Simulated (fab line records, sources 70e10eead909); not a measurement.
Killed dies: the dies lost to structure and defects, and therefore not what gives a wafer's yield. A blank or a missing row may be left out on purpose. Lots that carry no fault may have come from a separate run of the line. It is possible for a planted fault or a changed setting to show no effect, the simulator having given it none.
Struck lot and sound lot, side by side -- flow nandHarc -- 17 steps out of a route of 1159
Sound: the wafers L565.1, L565.3, L565.5. Wafers L558.1, L558.3, L558.5 were the ones struck. The cause is given at the end.
Order at every step that has rows: each side's tool, ch and its chambers, its first start. Under that, the readings that differ: sound wafers -- struck wafers -- difference of the means -- sigmas: that difference in standard deviations of wafers without a fault.
alike: words and numbers the same on both sides, and readings whose means are apart by under 2 such deviations; not compared: readings that were withheld, readings missing a value for some wafer, numbers with overlapping values and no deviation given by the record, and bounds like >300 which may hide the same value.
Wherever a step has rows on one side only, a row that says differs or no value, or a row with sigmas, the two part there. Numbers that have no deviation but don't overlap get no sigmas and don't part them. A reading missing from all wafers of one side parts the sides only when that side holds two or more wafers.

first, 6 steps without rows for these wafers: NHARC_THIN_TSV_COAT_27; NHARC_THIN_TSV_SOFTBAKE_28 (time 95 s); NHARC_THIN_TSV_EBR_29; NHARC_THIN_TSV_EXPOSE_30 (exposes mask PAD); NHARC_THIN_TSV_PEB_31 (peb time 85 s); NHARC_THIN_TSV_DEVELOP_32 (time 70 s).
NHARC_THIN_TSV_CD_MEAS_33: the cd target is 5000 nm.
  sound on cdSem-01 ch 0, day 22 06:35; struck on cdSem-01 ch 0, day 20 23:16
  alike: cdNm
then, 1 step without rows for these wafers: NHARC_THIN_TSV_HARDBAKE_34 (time 80 s).
NHARC_THIN_TSV_DESCUM_35: chemistry O2, time 3 s.
  sound on rieDiel-01 ch 0,1,3, day 22 06:46; struck on rieDiel-13 ch 0,3, day 20 23:25
  alike: drypumpMotorCurrentA, oesProductAu, rfVppV, showerheadPlenumPTorr, throttleValvePct
  not compared: rfHoursCounterH
NHARC_THIN_TSV_ETCH_59: etches the open film in Cl2/BCl3, target depth 880 nm, time 138.1 s.
  sound on rieMetal-02 ch 0, day 22 06:52; struck on rieMetal-03 ch 1, day 20 23:32
  alike: drypumpMotorCurrentA, oesProductAu, throttleValvePct
  not compared: rfHoursCounterH
NHARC_THIN_TSV_ETCH_36: etches the open film in Cl2/BCl3, target depth 65 nm, time 18.571 s.
  sound on rieMetal-02 ch 0, day 22 07:08; struck on rieMetal-03 ch 0,1, day 20 23:48
  alike: drypumpMotorCurrentA, oesProductAu
  not compared: rfHoursCounterH
NHARC_THIN_TSV_STRIP_56: strips in O2.
  sound on plasmaAsher-02 ch 0,1, day 22 08:11; struck on plasmaAsher-01 ch 0, day 21 00:01
reading,sound,struck,difference,sigmas
drypumpMotorCurrentA (A),5.72 5.75 5.72,5.41 5.41 5.42,-0.32,-2
  alike: heaterPowerW, tempC
  not compared: rfHoursCounterH
NHARC_THIN_TSV_STRIP_57: strips in post etch residue remover, time 1200 s.
  sound on wetBench-08 ch 4,5,6, day 22 08:29; struck on wetBench-10 ch 0,1,2, day 21 00:19
  alike: tempC
NHARC_THIN_TSV_CD_MEAS_37:
  sound on cdSem-03 at day 22 08:56; struck on cdSem-02 at day 21 00:46
  alike: cdNm
then, 1 step without rows for these wafers: NHARC_THIN_TSV_ANNEAL_58 (time 1800 s).
NHARC_END_WLT_00:
  sound on prober-01 at day 22 23:26; struck on prober-02 at day 21 06:46
reading,sound,struck,difference,sigmas
VT_DECK1_BOTTOM,0.866 0.864 0.872,0.883 0.885 0.884,+0.017,+2
VT_DECK1_MEDIAN_NEAR_BOTTOM,0.863 0.861 0.868,0.883 0.885 0.876,+0.017,+2
VT_DECK1_MEDIAN_NEAR_BOTTOM_INNER,0.866 0.868 0.864,0.889 0.895 0.886,+0.024,+3
VT_DECK1_MIDDLE,0.879 0.876 0.883,0.887 0.901 0.895,+0.015,+2
VT_DECK1_MIDDLE_INNER,0.880 0.873 0.877,0.892 0.902 0.898,+0.021,+3
VT_DECK1_TOP_INNER,0.890 0.896 0.891,0.908 0.905 0.908,+0.015,+2
  alike: VT_DECK1_BOTTOM_INNER, VT_DECK1_TOP
NHARC_END_SORT_01:
  here the record holds rows for the struck wafers (prober-02 ch 0, day 21 09:50) but none for the sound ones

== WHERE THEY PART ==
Last at NHARC_END_SORT_01 as far as this record goes, first at NHARC_THIN_TSV_STRIP_56.

WHY: the cause the simulator had injected
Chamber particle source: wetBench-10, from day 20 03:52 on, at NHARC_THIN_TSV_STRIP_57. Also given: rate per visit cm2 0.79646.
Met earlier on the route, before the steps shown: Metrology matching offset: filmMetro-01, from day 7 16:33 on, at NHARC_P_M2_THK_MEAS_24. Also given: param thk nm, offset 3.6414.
